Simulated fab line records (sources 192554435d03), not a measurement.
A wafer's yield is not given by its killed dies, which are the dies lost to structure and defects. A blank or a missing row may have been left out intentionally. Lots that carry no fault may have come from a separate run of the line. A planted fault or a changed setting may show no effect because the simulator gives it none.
Chamber matching ; flow n5Finfet ; rieDiel-04 running N5_BEOL_M12_ETCH_59: 4 sister chambers
The step etches BARC in N2/H2, target depth 89 nm, overetch 26.7 nm, time 67.9 s. 8 wafers are shown with their chamber, then 9 later ones without.

## WAFERS WITH THEIR CHAMBER
wafer;chamber;drypumpMotorCurrentA (A);showerheadPlenumPTorr (Torr)
L081.2;2;5.5;2.42
L081.3;3;5.7;2.59
L081.4;0;6.4;2.58
L081.5;0;6.3;2.58
L081.6;1;6.1;2.57
L087.2;3;5.7;2.59
L087.5;1;6.1;2.57
L087.6;2;5.5;2.41

## WAFERS WITH NO CHAMBER GIVEN
wafer;drypumpMotorCurrentA (A);showerheadPlenumPTorr (Torr)
L089.1;5.5;2.41
L089.2;6.4;2.57
L089.3;5.6;2.59
L089.4;6.1;2.56
L089.5;6.4;2.57
L089.6;6.1;2.56
L091.1;5.7;2.58
L091.3;6.4;2.57
L091.6;5.7;2.58

## WHICH CHAMBER EACH ONE RAN IN
wafer;from the rows above;in truth
L089.1;2;2
L089.2;0;0
L089.3;3;3
L089.4;1;1
L089.5;0;0
L089.6;1;1
L091.1;3;3
L091.3;0;0
L091.6;3;3
Correct placement for 9 of the 9. From these rows, 0 cannot be placed. 0 placed wrongly.
How it was worked out, from the rows above alone: a wafer's distance from a chamber is the root of the sum, over the readings, of the square of ((its reading less the chamber's mean) divided by the reading's scatter). The wafer belongs to the nearest chamber; if the next one is less than 2 further off, it can't be placed. For every chamber, the mean is computed from those of its wafers that are shown. The scatter: the root of (the sum of the squares of (reading less its chamber's mean) over the shown wafers, divided by (wafers less chambers)).
